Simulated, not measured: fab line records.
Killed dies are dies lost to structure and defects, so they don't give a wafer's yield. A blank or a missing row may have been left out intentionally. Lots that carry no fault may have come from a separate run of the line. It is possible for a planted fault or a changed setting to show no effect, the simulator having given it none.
Split-lot trial -- flow n5Finfet -- on a route of 1938 steps: 7 lots, 39 wafers read

== SPLIT DETAILS ==
At N5_HKMG_FIN_NWFM_ALD_20 (deposits TiAlC, target thk 2 nm, pulse time 3 s, purge time 2 s), the setting aldCycles was moved away from the recipe's 7 on 12 of the 39 wafers read, by -57.1% to +57.1%. For the rest of the wafers, this setting stayed at what the recipe calls for.

The reading is taken at the split's own step.

== THE READING ==
TiAlC_of_HKMG_FIN_NWFM_ALD_20.thkNm (the simulator's own value, which no gauge read), in nm, at N5_HKMG_FIN_NWFM_ALD_20 (deposits TiAlC, target thk 2 nm, pulse time 3 s, purge time 2 s). There is no usual value for it anywhere in the file.

wafer,"tool, chamber at the split",aldCycles as run,against the recipe,"TiAlC_of_HKMG_FIN_NWFM_ALD_20.thkNm, nm",against lot-mates on the recipe
L074.1,"aldMetal-02, 3,2,0,1,2,1",7,recipe,2,-
L074.2,"aldMetal-02, 3,2,0,1,2,1",7,recipe,2,-
L074.3,"aldMetal-02, 3,2,0,1,2,1",7,recipe,2,-
L074.4,"aldMetal-02, 3,2,0,1,2,1",7,recipe,2,-
L074.5,"aldMetal-02, 3,2,0,1,2,1",7,recipe,2,-
L074.6,"aldMetal-02, 3,2,0,1,2,1",7,recipe,2,-
L077.1,"aldMetal-03, 3,0,2",7,recipe,2,-
L077.3,"aldMetal-03, 3,0,2",7,recipe,2,-
L077.4,"aldMetal-03, 3,0,2",7,recipe,2,-
L077.2,"aldMetal-03, 1,1,0",3,-57.1%,0.8,-1.2
L077.5,"aldMetal-03, 1,1,0",3,-57.1%,0.8,-1.2
L077.6,"aldMetal-03, 1,1,0",3,-57.1%,0.8,-1.2
L079.1,"aldMetal-02, 3,1,1",7,recipe,2,-
L079.2,"aldMetal-02, 3,1,1",7,recipe,2,-
L079.5,"aldMetal-02, 3,1,1",7,recipe,2,-
L083.1,"aldMetal-01, 3,0,2,1,1,0",7,recipe,2,-
L083.2,"aldMetal-01, 3,0,2,1,1,0",7,recipe,2,-
L083.3,"aldMetal-01, 3,0,2,1,1,0",7,recipe,2,-
L083.4,"aldMetal-01, 3,0,2,1,1,0",7,recipe,2,-
L083.5,"aldMetal-01, 3,0,2,1,1,0",7,recipe,2,-
L083.6,"aldMetal-01, 3,0,2,1,1,0",7,recipe,2,-
L089.1,"aldMetal-02, 0,3,1",11,+57.1%,3.2,+1.2
L089.2,"aldMetal-02, 0,3,1",11,+57.1%,3.2,+1.2
L089.3,"aldMetal-02, 0,3,1",11,+57.1%,3.2,+1.2
L089.4,"aldMetal-02, 2,0,3",7,recipe,2,-
L089.5,"aldMetal-02, 2,0,3",7,recipe,2,-
L089.6,"aldMetal-02, 2,0,3",7,recipe,2,-
L091.1,"aldMetal-03, 1,3,0",10,+42.9%,2.8,+0.8
L091.3,"aldMetal-03, 1,3,0",10,+42.9%,2.8,+0.8
L091.4,"aldMetal-03, 1,3,0",10,+42.9%,2.8,+0.8
L091.2,"aldMetal-03, 2,0,3",7,recipe,2,-
L091.5,"aldMetal-03, 2,0,3",7,recipe,2,-
L091.6,"aldMetal-03, 2,0,3",7,recipe,2,-
L096.1,"aldMetal-02, 1,2,0",8,+14.3%,2.2,+0.2
L096.4,"aldMetal-02, 1,2,0",8,+14.3%,2.2,+0.2
L096.5,"aldMetal-02, 1,2,0",8,+14.3%,2.2,+0.2
L096.2,"aldMetal-02, 3,0,1",7,recipe,2,-
L096.3,"aldMetal-02, 3,0,1",7,recipe,2,-
L096.6,"aldMetal-02, 3,0,1",7,recipe,2,-
The file does not say which wafer passed through which chamber wherever a row lists several chambers: such a row stands for several wafers.

FIT RESULTS
A straight line over all 39 wafers: TiAlC_of_HKMG_FIN_NWFM_ALD_20.thkNm changes by +0.0204 nm for each +1% of aldCycles; r = +1.00; the points scatter about the line by 0.034 nm.
The same after taking each lot's own level away (the mean of its wafers on the recipe; 39 wafers): +0.0204 nm for each +1%; r = +1.00; scatter 0.034 nm.
The reading moves by 1.2 nm for the largest change in aldCycles, on that fit.
The lots' own levels span 2.00 to 2.00 nm.
So the lot-to-lot level changes the slope little: the two slopes agree.
Check: for one of the wafers moved furthest among these (-57.1%), held out of the fit, the line's prediction against its lot-mates is -1.18 nm. It came out at -1.2 nm against them.

== THESE WAFERS: OTHER SPLITS ==
Note: prior to the reading, these wafers also went through further splits. Each is held against what the fit with the lots' levels taken away leaves over:
other split on the same wafers,wafers away from the commonest value,r with TiAlC_of_HKMG_FIN_NWFM_ALD_20.thkNm (lot level and that fit taken away)
N5_FIN_SAQP_SPACER1_ALD_24 aldCycles,15,+0.32

== FILE'S OWN FIT ==
TiAlC_of_HKMG_FIN_NWFM_ALD_20.thkNm changes by +0.0203 nm for each +1% of aldCycles, r = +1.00.
